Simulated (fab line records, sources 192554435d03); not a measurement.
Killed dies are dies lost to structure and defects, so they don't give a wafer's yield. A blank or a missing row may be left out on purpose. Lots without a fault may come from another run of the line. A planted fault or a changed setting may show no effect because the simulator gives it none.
Problem report in the 8D (eight disciplines) form, filled by code | flow n5_finfet | the parts of the form that need people (team, actions taken, sign-off) are left out

1. THE PROBLEM
killed_at_contacts at N5_PASSIVATION_PROBE_49 reads a mean of 259 on 2 wafers of 1 lot; wafers without a fault read 12 with a standard deviation of 5.9. That is +42 standard deviations from the usual mean.
First seen on wafer L325.2, day 18 06:31, on prober-02. The record holds 2 wafers of 1 lot with a number at this step. Rule for "out", or "out of limits": more than 4 standard deviations from the usual mean. The other wafers with a number count as sound.

2. WHAT IT IS AND WHAT IT IS NOT
question                    | is                                                                                                                     | is not
which readings at this step | killed_at_contacts, defect_limited_yield, killed_dies, killed_on_rim, sort_bin_5_function, sort_n_pass, sort_yield_pct | killed_at_M0_to_M3, killed_at_M4_up, killed_at_front_end, killed_at_other, killed_open, sort_bin_6_memory
which lots                  | L325                                                                                                                   | -
which wafers of those lots  | all that have a number                                                                                                 | -
read on which tools         | prober-02                                                                                                              | -
when                        | from day 18 06:31                                                                                                      | up to then (0 sound wafers)

3. SUSPECTS, AND WHAT RULES EACH OUT
Counting: a tool at a process step up to the reading stays a suspect if it ran every lot that is out and no sound lot after the first of them.
- rie_diel-05 at N5_MOL_CONTACT_COAG_ETCH_106 (etches SOC in N2/H2, target depth 80 nm, overetch 16 nm, time 120 s): kept. It ran the lot that is out, L325 (day 10 02:09), and no sound lot after that.
- rie_diel-06 at N5_BEOL_M15_STRIP_62 (strips in O2): kept. It ran the lot that is out, L325 (day 17 15:40), and no sound lot after that. N5_BEOL_M15_STRIP_62 gives no start for some lots, so the hours and the order of its lots are those of N5_PASSIVATION_PECVD_00.
- pecvd-01 at N5_PASSIVATION_PECVD_00 (deposits SiO2 from SiH4/N2O, target thk 200 nm, time 11.2 s): kept. It ran the lot that is out, L325 (day 17 15:40), and no sound lot after that.
- rie_diel-03 at N5_MIM_TOP_LITHO_DESCUM_10 (chemistry O2, time 7.9 s): kept. It ran the lot that is out, L325 (day 17 18:23), and no sound lot after that.
- prober-02 at N5_PASSIVATION_PROBE_49: kept. It ran the lot that is out, L325 (day 18 06:31), and no sound lot after that. Its own readings are out on those wafers: defect_limited_yield, killed_at_contacts, killed_dies, killed_on_rim, sort_bin_5_function, sort_n_pass, sort_yield_pct.
Left after counting: rie_diel-05 at N5_MOL_CONTACT_COAG_ETCH_106, rie_diel-06 at N5_BEOL_M15_STRIP_62, pecvd-01 at N5_PASSIVATION_PECVD_00, rie_diel-03 at N5_MIM_TOP_LITHO_DESCUM_10, prober-02 at N5_PASSIVATION_PROBE_49.

4. THE CAUSE (what the simulator had put in)
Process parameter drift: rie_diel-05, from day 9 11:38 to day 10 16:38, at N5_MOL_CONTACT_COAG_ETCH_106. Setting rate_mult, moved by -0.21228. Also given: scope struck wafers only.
Counting left 5 suspects, and this tool is among them.

5. THE CHAIN OF EFFECTS, in route order
Each row: a reading whose mean over the struck wafers that have a number lies more than 3 standard deviations from the usual. Only readings for which the record gives a usual standard deviation are gone through. hours: the time from each lot's start at the first step in this table that gives one to its start at this step, as a median over the lots. sigmas: the change in usual standard deviations.
hours | step                    | reading              | usual  | on struck wafers | change | sigmas
0     | N5_PASSIVATION_PROBE_49 | defect_limited_yield | 91.3 % | 71.9             | -19.4  | -15
0     | N5_PASSIVATION_PROBE_49 | killed_at_contacts   | 12     | 259              | +247   | +42
0     | N5_PASSIVATION_PROBE_49 | killed_dies          | 103    | 332              | +228   | +15
0     | N5_PASSIVATION_PROBE_49 | killed_on_rim        | 14     | 70               | +56    | +14
0     | N5_PASSIVATION_PROBE_49 | sort_bin_5_function  | 5.1 %  | 24.8             | +19.7  | +22
0     | N5_PASSIVATION_PROBE_49 | sort_n_pass          | 1077   | 848              | -228   | -15
0     | N5_PASSIVATION_PROBE_49 | sort_yield_pct       | 91.3 % | 71.9             | -19.4  | -15
The process steps in it:
- N5_PASSIVATION_PROBE_49

6. WHAT WOULD HAVE CAUGHT IT SOONER
In this record the first reading out of limits was taken at day 18 06:31, 211 hours after the fault began at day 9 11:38.
Of the tool readings at N5_MOL_CONTACT_COAG_ETCH_106 for which the record gives a usual standard deviation, none was out on any struck wafer, so an alarm limit of 4 standard deviations on them would not have fired.
All the lots that are out (1) had begun N5_MOL_CONTACT_COAG_ETCH_106 on rie_diel-05 by day 18 06:31. A hold on the tool at that time would have spared none of them.
